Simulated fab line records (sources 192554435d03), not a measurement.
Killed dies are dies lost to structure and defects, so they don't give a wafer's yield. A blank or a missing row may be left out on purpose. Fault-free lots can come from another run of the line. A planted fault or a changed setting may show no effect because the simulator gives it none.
Chamber matching :: flow n5 finfet :: 4 sister chambers for N5_BEOL_M0_CUTY_ETCH_63 on rie diel-04
The step etches SOC in N2/H2, target depth 82.7 nm, overetch 16.5 nm, time 124 s. 4 wafers are shown with their chamber, then 7 later ones without.

== WAFERS WITH THEIR CHAMBER ==
wafer: L082.3
chamber: 3
showerhead plenum p Torr (Torr): 2.61

wafer: L087.5
chamber: 0
showerhead plenum p Torr (Torr): 2.47

wafer: L089.2
chamber: 1
showerhead plenum p Torr (Torr): 2.73

wafer: L089.5
chamber: 2
showerhead plenum p Torr (Torr): 2.59

== WAFERS MISSING THEIR CHAMBER ==
wafer: L089.6
showerhead plenum p Torr (Torr): 2.61

wafer: L091.1
showerhead plenum p Torr (Torr): 2.73

wafer: L091.3
showerhead plenum p Torr (Torr): 2.59

wafer: L091.6
showerhead plenum p Torr (Torr): 2.47

wafer: L092.1
showerhead plenum p Torr (Torr): 2.59

wafer: L092.2
showerhead plenum p Torr (Torr): 2.73

wafer: L092.5
showerhead plenum p Torr (Torr): 2.60

== WHICH CHAMBER EACH WENT THROUGH ==
wafer: L089.6
from the rows above: 3
in truth: 3

wafer: L091.1
from the rows above: 1
in truth: 1

wafer: L091.3
from the rows above: 2
in truth: 2

wafer: L091.6
from the rows above: 0
in truth: 0

wafer: L092.1
from the rows above: 2
in truth: 2

wafer: L092.2
from the rows above: 1
in truth: 1

wafer: L092.5
from the rows above: can't be placed: 3 or 2
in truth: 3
Correct placement for 6 of the 7. Not placeable from these rows: 1 (in 1, the candidates include the true chamber). Placed wrongly: 0.
How it was worked out, from the rows above alone: a wafer's distance from a chamber is the root of the sum, over the readings, of the square of ((its reading less the chamber's mean) divided by the reading's scatter). The wafer belongs to the nearest chamber; if the next one is less than 2 further off, it can't be placed. For every chamber, the mean is computed from those of its wafers that are shown. The scatter: root of mean squared gap, hidden wafer to nearest shown wafer, with one shown wafer a chamber.
